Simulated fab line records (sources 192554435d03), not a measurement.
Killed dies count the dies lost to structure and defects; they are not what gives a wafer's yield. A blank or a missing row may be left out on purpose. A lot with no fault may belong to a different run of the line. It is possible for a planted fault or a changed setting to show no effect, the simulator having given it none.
The tool behind it: which one? -- flow n5-finfet -- 24 lots with 72 wafers sampled at 3 steps, on a route of 1938 steps

== WHAT THE GAUGES SHOWED, per wafer ==
N5_BEOL_M2_OVL_MEAS_29.
lot,measured,on,V1_OVL (nm)
L074,day 6 11:17,overlay-01,-1.1 0.5 0.5
L075,day 7 01:53,overlay-01,-0.4 0.5 0.3
L076,day 7 10:51,overlay-02,0.5 1.2 1.0
L077,day 7 15:02,overlay-01,0.9 -0.2 0.2
L078,day 7 22:35,overlay-01,0.4 0.9 0.2
L079,day 8 13:35,overlay-01,0.1 -0.6 -0.4
L080,day 8 14:12,overlay-01,-0.7 -0.8 -0.5
L081,day 8 15:05,overlay-01,0.8 1.2 -0.2
L082,day 8 18:45,overlay-01,0.8 -0.8 -0.2
L083,day 8 22:03,overlay-02,0.8 0.3 -0.3
L084,day 9 06:39,overlay-02,1.2 0.5 1.3
L085,day 9 08:34,overlay-02,-0.6 0.7 0.6
L086,day 9 23:57,overlay-02,0.5 1.5 0.4
L087,day 10 02:13,overlay-02,1.1 0.6 1.7
L088,day 10 06:59,overlay-02,-0.4 0.7 1.0
L089,day 10 09:41,overlay-02,0.9 1.0 2.7
L090,day 10 12:52,overlay-02,0.9 0.9 1.0
L093,day 11 03:30,overlay-02,-1.1 -0.7 0.9
L091,day 11 11:58,overlay-02,0.7 0.2 -0.3
L094,day 11 15:32,overlay-02,1.9 1.4 1.1
L095,day 12 02:31,overlay-01,0.5 0.4 1.2
L092,day 12 02:34,overlay-01,-1.0 0.9 -0.5
L096,day 12 05:14,overlay-02,0.8 0.4 1.1
L097,day 12 08:29,overlay-02,-0.6 -0.9 -0.1

== WHICH TOOL RAN EACH LOT (tool, then ch and the chambers of the sampled wafers, then the start) ==
lot,N5_BEOL_M1_ANNEAL_87,N5_BEOL_M2_STRIP_66
L074,"pvd-sputter-03, day 6 05:12","rie-diel-02 ch 1,2, day 6 10:37"
L075,"pvd-sputter-03, day 6 19:59","rie-diel-04 ch 0,3, day 7 00:57"
L076,"pvd-sputter-01, day 7 05:32","rie-diel-01 ch 0,3, day 7 10:15"
L077,"pvd-sputter-02, day 7 08:12","rie-diel-04 ch 1,2, day 7 14:11"
L078,"pvd-sputter-02, day 7 16:56","rie-diel-01 ch 0,2, day 7 21:52"
L079,"pvd-sputter-01, day 8 09:12","rie-diel-02 ch 0,1,2, day 8 13:00"
L080,"pvd-sputter-03, day 8 09:35","rie-diel-04 ch 1,2,3, day 8 13:30"
L081,"pvd-sputter-02, day 8 10:19","rie-diel-02 ch 2,3, day 8 14:22"
L082,"pvd-sputter-02, day 8 13:04","rie-diel-04 ch 0,1,3, day 8 17:53"
L083,"pvd-sputter-01, day 8 16:07","rie-diel-04 ch 0,1,3, day 8 21:15"
L084,"pvd-sputter-01, day 9 02:05","rie-diel-01 ch 2,3, day 9 06:05"
L085,"pvd-sputter-01, day 9 04:23","rie-diel-02 ch 0,2,3, day 9 07:59"
L086,"pvd-sputter-01, day 9 18:44","rie-diel-02 ch 0,1,3, day 9 23:23"
L087,"pvd-sputter-01, day 9 20:34","rie-diel-04 ch 0,1,3, day 10 01:38"
L088,"pvd-sputter-03, day 10 01:12","rie-diel-01 ch 1,2,3, day 10 06:14"
L089,"pvd-sputter-03, day 10 05:18","rie-diel-01 ch 0,1,3, day 10 08:58"
L090,"pvd-sputter-01, day 10 06:43","rie-diel-01 ch 0,2,3, day 10 12:09"
L093,"pvd-sputter-02, day 10 23:23","rie-diel-04 ch 0,1,2, day 11 02:47"
L091,"pvd-sputter-02, day 11 07:35","rie-diel-02 ch 1,3, day 11 11:22"
L094,"pvd-sputter-02, day 11 09:44","rie-diel-04 ch 0,2,3, day 11 14:50"
L095,"pvd-sputter-01, day 11 20:57","rie-diel-04 ch 0,3, day 12 01:43"
L092,"pvd-sputter-03, day 11 21:12","rie-diel-02 ch 0,1,2, day 12 01:56"
L096,"pvd-sputter-01, day 11 23:37","rie-diel-02 ch 1,2, day 12 04:38"
L097,"pvd-sputter-01, day 12 04:22","rie-diel-04 ch 0,1,2, day 12 07:47"
- N5_BEOL_M1_ANNEAL_87: time 240 s.
- N5_BEOL_M2_STRIP_66: strips in CF4.

== WHAT THE TOOLS THEMSELVES READ (means of the sampled wafers that have a number; where no wafer has one, the mark that the record gives instead) ==
N5_BEOL_M1_ANNEAL_87.
lot,tool,heater-power-w (W)
L074,pvd-sputter-03,847
L075,pvd-sputter-03,888
L076,pvd-sputter-01,841
L077,pvd-sputter-02,807
L078,pvd-sputter-02,841
L079,pvd-sputter-01,814
L080,pvd-sputter-03,875
L081,pvd-sputter-02,828
L082,pvd-sputter-02,814
L083,pvd-sputter-01,842
L084,pvd-sputter-01,777
L085,pvd-sputter-01,801
L086,pvd-sputter-01,838
L087,pvd-sputter-01,833
L088,pvd-sputter-03,765
L089,pvd-sputter-03,856
L090,pvd-sputter-01,838
L093,pvd-sputter-02,738
L091,pvd-sputter-02,815
L094,pvd-sputter-02,735
L095,pvd-sputter-01,885
L092,pvd-sputter-03,862
L096,pvd-sputter-01,841
L097,pvd-sputter-01,839

N5_BEOL_M2_STRIP_66.
lot,tool,cf4-flow-sccm (sccm),drypump-motor-current-A (A),oes-product-au (a.u.),rf-vpp-V (V),showerhead-plenum-p-Torr (Torr),throttle-valve-pct (%)
L074,rie-diel-02,149.7,6.0,0.80,269.3,1.74,13.61
L075,rie-diel-04,150.4,5.9,0.87,270.7,1.79,13.46
L076,rie-diel-01,150.7,6.2,0.80,270.0,1.74,13.50
L077,rie-diel-04,149.8,5.2,0.80,269.8,1.76,13.47
L078,rie-diel-01,149.8,5.8,0.78,271.9,1.79,13.56
L079,rie-diel-02,150.1,5.7,0.77,270.3,1.76,13.68
L080,rie-diel-04,150.5,5.2,0.82,271.7,1.79,13.44
L081,rie-diel-02,149.9,5.8,0.82,271.1,1.79,13.49
L082,rie-diel-04,150.2,5.7,0.81,269.9,1.77,13.51
L083,rie-diel-04,150.0,5.7,0.81,270.9,1.77,13.51
L084,rie-diel-01,150.2,6.0,0.76,270.0,1.75,13.51
L085,rie-diel-02,149.7,5.6,0.76,270.6,1.80,13.57
L086,rie-diel-02,150.4,5.7,0.73,270.3,1.79,13.60
L087,rie-diel-04,149.8,5.7,0.80,270.2,1.77,13.55
L088,rie-diel-01,149.9,5.6,0.80,271.9,1.80,13.47
L089,rie-diel-01,149.4,5.8,0.82,270.7,1.79,13.49
L090,rie-diel-01,150.0,6.0,0.77,271.4,1.76,13.59
L093,rie-diel-04,149.9,5.4,0.80,270.5,1.77,13.51
L091,rie-diel-02,150.1,6.0,0.73,271.6,1.81,13.48
L094,rie-diel-04,150.1,5.4,0.82,270.4,1.79,13.50
L095,rie-diel-04,150.2,5.7,0.80,271.0,1.79,13.54
L092,rie-diel-02,149.7,5.7,0.74,270.7,1.75,13.75
L096,rie-diel-02,149.8,5.8,0.79,270.2,1.73,13.69
L097,rie-diel-04,150.1,5.4,0.79,270.7,1.76,13.54

== THE ANSWER, worked out from the rows above alone ==
Rule: the usual values come from the lots themselves. The widest of any qualifying gaps counts: lots, ordered by their means at a reading, are off when they make up no more than a third of the lots, leave a main group of 4 or more, and stand apart from it by 3 or more times the standard deviation of that group's means. A main group whose means are all the same, to the digits that the tables above print for the reading, isn't used. Also off: a lot with no number at a reading for which 4 or more lots have one. Where the step has rows for the other lots, those lots are counted as sound. The gauges are gone through in route order, then the tools' own readings, and for those a lot's mean is taken as printed above. The first step at which some lot is off is used, and at that step the reading that is off furthest; a lot without a number counts as furthest.
None of the lots is off at any reading shown; this tells nothing.

== WHAT THE SIMULATOR PUT IN ==
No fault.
